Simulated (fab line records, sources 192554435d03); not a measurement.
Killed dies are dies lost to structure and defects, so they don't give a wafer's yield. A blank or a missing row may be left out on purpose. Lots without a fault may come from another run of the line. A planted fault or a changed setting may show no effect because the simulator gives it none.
Which tool did it? | flow n5_finfet | 9 lots, 24 wafers sampled, at 5 steps of a route of 1938

WHAT THE GAUGES READ, wafer by wafer
N5_BEOL_M2_OCD_MEAS_38. Usual: trench_depth_nm 55.3 nm, standard deviation 0.68.
lot  | measured     | on     | trench_depth_nm (nm) | flag
L751 | day 7 04:59  | ocd-02 | 55.8 55.7 55.9       |
L754 | day 8 02:23  | ocd-01 | 55.1 55.1 55.6       |
L755 | day 8 18:29  | ocd-02 | 54.3 55.0 55.1       |
L760 | day 9 12:32  | ocd-02 | 54.7 55.6            |
L762 | day 10 05:31 | ocd-02 | 56.0 54.5            |
L765 | day 10 09:23 | ocd-02 | 54.8 55.4            |
L769 | day 12 04:45 | ocd-01 | 55.2 55.3 54.8       |
L771 | day 12 16:44 | ocd-01 | 56.1 55.2 54.8       |
L774 | day 13 05:10 | ocd-01 | 55.3 56.2 56.1       |

N5_BEOL_M4_RC_MEAS_101. Usual: DIBL_N 36.4 mV/V, standard deviation 1.4; DIBL_P 36.4 mV/V, standard deviation 1.5; IOFF_N 0.156 nA/um, standard deviation 0.022; IOFF_P 0.210 nA/um, standard deviation 0.023; ION_N 675 uA/um, standard deviation 9.1; ION_P 463 uA/um, standard deviation 5.7; SS_N 71.6 mV/dec, standard deviation 0.45; SS_P 73.3 mV/dec, standard deviation 0.56; VT_N 250 mV, standard deviation 3.1; VT_P -250.3 mV, standard deviation 2.3.
lot  | measured     | on        | DIBL_N (mV/V)  | DIBL_P (mV/V)  | IOFF_N (nA/um)    | IOFF_P (nA/um)    | ION_N (uA/um) | ION_P (uA/um) | SS_N (mV/dec)  | SS_P (mV/dec)  | VT_N (mV)   | VT_P (mV)            | flag
L751 | day 9 06:28  | prober-01 | 35.5 38.7 37.8 | 32.1 36.9 35.6 | 0.117 0.175 0.158 | 0.181 0.263 0.238 | 667 674 680   | 459 463 465   | 71.3 72.3 72.1 | 73.0 73.6 74.2 | 259 249 251 | -252.0 -247.5 -249.4 |
L754 | day 9 12:20  | prober-01 | 36.2 36.3 35.1 | 35.6 34.6 34.0 | 0.170 0.162 0.144 | 0.205 0.180 0.169 | 681 673 677   | 461 455 454   | 72.0 71.7 71.5 | 73.3 73.7 73.6 | 244 249 250 | -249.8 -252.2 -253.3 |
L755 | day 10 05:55 | prober-01 | 34.3 34.1 35.5 | 35.6 34.4 36.1 | 0.126 0.120 0.141 | 0.196 0.192 0.218 | 674 677 673   | 469 472 472   | 70.8 71.4 71.5 | 72.6 72.4 73.1 | 250 254 248 | -251.6 -249.2 -245.6 |
L760 | day 11 09:09 | prober-01 | 36.8 36.9      | 37.6 37.7      | 0.161 0.157       | 0.204 0.212       | 683 670       | 463 457       | 71.3 71.6      | 72.9 73.1      | 250 253     | -250.2 -247.6        |
L762 | day 12 00:41 | prober-02 | 34.5 36.2      | 34.7 36.8      | 0.114 0.140       | 0.184 0.209       | 654 658       | 456 456       | 71.6 72.5      | 72.0 73.3      | 259 254     | -250.2 -248.9        |
L765 | day 12 14:20 | prober-02 | 34.9 35.5      | 35.8 36.9      | 0.144 0.153       | 0.193 0.211       | 670 662       | 459 456       | 72.1 71.9      | 73.5 73.0      | 251 250     | -255.0 -253.2        |
L769 | day 13 18:05 | prober-02 | 39.0 37.2 37.0 | 37.6 35.8 35.3 | 0.191 0.156 0.150 | 0.251 0.227 0.210 | 683 678 674   | 470 469 462   | 72.0 71.0 71.3 | 73.5 73.2 73.4 | 250 251 253 | -247.7 -247.3 -249.9 |
L771 | day 14 03:29 | prober-02 | 35.8 34.8 35.5 | 35.7 34.3 35.9 | 0.152 0.131 0.142 | 0.211 0.188 0.224 | 673 672 673   | 468 465 467   | 71.3 71.2 71.6 | 73.6 73.3 73.2 | 252 251 252 | -248.7 -250.2 -248.7 |
L774 | day 15 06:20 | prober-02 | 37.0 35.1 36.8 | 38.0 36.5 38.2 | 0.164 0.139 0.174 | 0.233 0.205 0.235 | 669 669 676   | 468 465 467   | 71.6 71.4 71.8 | 73.6 72.4 72.8 | 250 252 249 | -249.7 -248.6 -249.1 |

WHICH TOOL RAN EACH LOT (tool, then ch and the chambers of the sampled wafers, then the start)
lot  | N5_BEOL_M2_ETCH_63                 | N5_BEOL_M2_ETCH_70                 | N5_BEOL_M2_STRIP_36
L751 | rie_diel-03 ch 1,3, day 6 17:02    | rie_diel-05 ch 0,1, day 7 04:37    | rie_diel-05 ch 0,1, day 7 04:47
L754 | rie_diel-03 ch 1,2,3, day 7 15:16  | rie_diel-02 ch 0,2, day 8 02:02    | rie_diel-02 ch 0,2, day 8 02:11
L755 | rie_diel-05 ch 0,3, day 7 16:58    | rie_diel-02 ch 1,2, day 8 18:08    | rie_diel-02 ch 1,2, day 8 18:17
L760 | rie_diel-03 ch 1,2, day 9 00:15    | rie_diel-02 ch 0,3, day 9 12:10    | rie_diel-02 ch 0,3, day 9 12:20
L762 | rie_diel-02 ch 0,1, day 9 22:20    | rie_diel-02 ch 0,3, day 10 05:09   | rie_diel-02 ch 0,3, day 10 05:19
L765 | rie_diel-05 ch 1,3, day 10 02:41   | rie_diel-02 ch 2,3, day 10 09:01   | rie_diel-02 ch 2,3, day 10 09:11
L769 | rie_diel-02 ch 2,3, day 11 13:55   | rie_diel-03 ch 2,3, day 12 04:24   | rie_diel-03 ch 2,3, day 12 04:34
L771 | rie_diel-02 ch 0,1, day 12 05:32   | rie_diel-02 ch 1,2,3, day 12 16:23 | rie_diel-02 ch 1,2,3, day 12 16:32
L774 | rie_diel-02 ch 0,1,3, day 12 12:07 | rie_diel-02 ch 1,2, day 13 04:49   | rie_diel-02 ch 1,2, day 13 04:58
- N5_BEOL_M2_ETCH_63: etches SiARC in CF4, target depth 15.6 nm, time 26 s.
- N5_BEOL_M2_ETCH_70: etches SOC in N2/H2, target depth 80 nm, overetch 24 nm, time 130 s.
- N5_BEOL_M2_STRIP_36: strips in N2/H2.

WHAT THE TOOLS THEMSELVES READ (means of the sampled wafers that have a number; where no wafer has one, the mark that the record gives instead)
N5_BEOL_M2_ETCH_63. Usual: drypump_motor_current_A 5.9 A, standard deviation 0.51; etch_rf_on_time_s 26.0 s, standard deviation 0.34; oes_product_au 0.68 a.u., standard deviation 0.068; rf_vpp_V 184.6 V, standard deviation 1.1; showerhead_plenum_p_Torr 2.19 Torr, standard deviation 0.07; throttle_valve_pct 15.61 %, standard deviation 0.19.
lot  | tool        | drypump_motor_current_A (A) | etch_rf_on_time_s (s) | oes_product_au (a.u.) | rf_vpp_V (V) | showerhead_plenum_p_Torr (Torr) | throttle_valve_pct (%) | flag
L751 | rie_diel-03 | 6.5                         | 26.0                  | 0.65                  | 184.4        | 2.19                            | 15.41                  |
L754 | rie_diel-03 | 6.2                         | 26.1                  | 0.68                  | 184.5        | 2.21                            | 15.53                  |
L755 | rie_diel-05 | 6.1                         | 25.8                  | 0.63                  | 185.1        | 2.23                            | 15.78                  |
L760 | rie_diel-03 | 6.2                         | 26.1                  | 0.69                  | 184.7        | 2.24                            | 15.50                  |
L762 | rie_diel-02 | 5.6                         | 26.4                  | 0.67                  | 183.7        | 2.16                            | 15.58                  |
L765 | rie_diel-05 | 5.7                         | 26.1                  | 0.67                  | 183.1        | 2.15                            | 15.62                  |
L769 | rie_diel-02 | 6.0                         | 25.9                  | 0.75                  | 185.6        | 2.26                            | 15.60                  |
L771 | rie_diel-02 | 5.8                         | 26.2                  | 0.64                  | 184.6        | 2.17                            | 15.65                  |
L774 | rie_diel-02 | 5.7                         | 26.1                  | 0.66                  | 183.9        | 2.18                            | 15.68                  |

N5_BEOL_M2_ETCH_70. Usual: drypump_motor_current_A 5.8 A, standard deviation 0.53; n2_flow_sccm 200.0 sccm, standard deviation 0.65; oes_product_au 0.59 a.u., standard deviation 0.054; rf_vpp_V 525.2 V, standard deviation 2.4; run_length_s 153.7 s, standard deviation 0.37; showerhead_plenum_p_Torr 2.59 Torr, standard deviation 0.085; throttle_valve_pct 17.81 %, standard deviation 0.21.
lot  | tool        | drypump_motor_current_A (A) | n2_flow_sccm (sccm) | oes_product_au (a.u.) | rf_vpp_V (V) | run_length_s (s) | showerhead_plenum_p_Torr (Torr) | throttle_valve_pct (%) | flag
L751 | rie_diel-05 | 5.2                         | 200.0               | 0.63                  | 523.2        | 153.8            | 2.55                            | 17.63                  |
L754 | rie_diel-02 | 6.1                         | 199.4               | 0.52                  | 522.0        | 153.6            | 2.48                            | 18.02                  |
L755 | rie_diel-02 | 5.7                         | 200.2               | 0.56                  | 520.9        | 153.4            | 2.43                            | 18.02                  |
L760 | rie_diel-02 | 6.0                         | 199.7               | 0.64                  | 526.6        | 142.1            | 2.65                            | 17.92                  | OFF
L762 | rie_diel-02 | 6.0                         | 199.8               | 0.62                  | 527.5        | 142.6            | 2.65                            | 17.93                  | OFF
L765 | rie_diel-02 | 5.9                         | 199.4               | 0.78                  | 527.4        | 130.3            | 2.69                            | 17.87                  | OFF
L769 | rie_diel-03 | 6.0                         | 199.9               | 0.56                  | 524.8        | 153.8            | 2.58                            | 17.95                  |
L771 | rie_diel-02 | 5.6                         | 200.8               | 0.61                  | 526.1        | 153.7            | 2.61                            | 17.87                  |
L774 | rie_diel-02 | 5.7                         | 200.5               | 0.63                  | 526.8        | 153.5            | 2.63                            | 17.78                  |

N5_BEOL_M2_STRIP_36. Usual: drypump_motor_current_A 5.8 A, standard deviation 0.54; n2_flow_sccm 200.0 sccm, standard deviation 0.56; oes_product_au 0.80 a.u., standard deviation 0.078; rf_vpp_V 59.2 V, standard deviation 1.4; showerhead_plenum_p_Torr 2.59 Torr, standard deviation 0.085; throttle_valve_pct 23.66 %, standard deviation 0.28.
lot  | tool        | drypump_motor_current_A (A) | n2_flow_sccm (sccm) | oes_product_au (a.u.) | rf_vpp_V (V) | showerhead_plenum_p_Torr (Torr) | throttle_valve_pct (%) | flag
L751 | rie_diel-05 | 5.2                         | 199.8               | 0.85                  | 59.6         | 2.54                            | 23.42                  |
L754 | rie_diel-02 | 6.1                         | 199.8               | 0.71                  | 59.0         | 2.47                            | 23.77                  |
L755 | rie_diel-02 | 5.7                         | 200.3               | 0.76                  | 58.8         | 2.42                            | 23.82                  |
L760 | rie_diel-02 | 6.0                         | 200.4               | 0.77                  | 58.5         | 2.65                            | 23.78                  |
L762 | rie_diel-02 | 6.0                         | 199.4               | 0.76                  | 60.4         | 2.65                            | 23.80                  |
L765 | rie_diel-02 | 5.9                         | 200.2               | 0.87                  | 60.4         | 2.69                            | 23.73                  |
L769 | rie_diel-03 | 6.0                         | 200.5               | 0.77                  | 58.8         | 2.58                            | 23.82                  |
L771 | rie_diel-02 | 5.6                         | 199.6               | 0.85                  | 59.8         | 2.61                            | 23.78                  |
L774 | rie_diel-02 | 5.7                         | 200.3               | 0.87                  | 59.5         | 2.63                            | 23.62                  |

THE ANSWER, worked out from the rows above alone
Rule: a lot is off if the mean of its wafers that have a number lies more than 3 standard deviations from the usual mean. A lot without any number at a reading at which 4 lots or more have one is off too. The other lots that the step has rows for count as sound. The gauges are gone through in route order, then the tools' own readings, and for those a lot's mean is taken as printed above. The first step at which some lot is off is used, and at that step the reading that is off furthest; a lot without a number counts as furthest.
Off: L760, L762, L765, at N5_BEOL_M2_ETCH_70 (run_length_s).
A tool fits if, at that step or a process step before it, it ran every lot that is off, and no sound lot after the first of them. None of those tried fits.

WHAT THE SIMULATOR HAD PUT IN
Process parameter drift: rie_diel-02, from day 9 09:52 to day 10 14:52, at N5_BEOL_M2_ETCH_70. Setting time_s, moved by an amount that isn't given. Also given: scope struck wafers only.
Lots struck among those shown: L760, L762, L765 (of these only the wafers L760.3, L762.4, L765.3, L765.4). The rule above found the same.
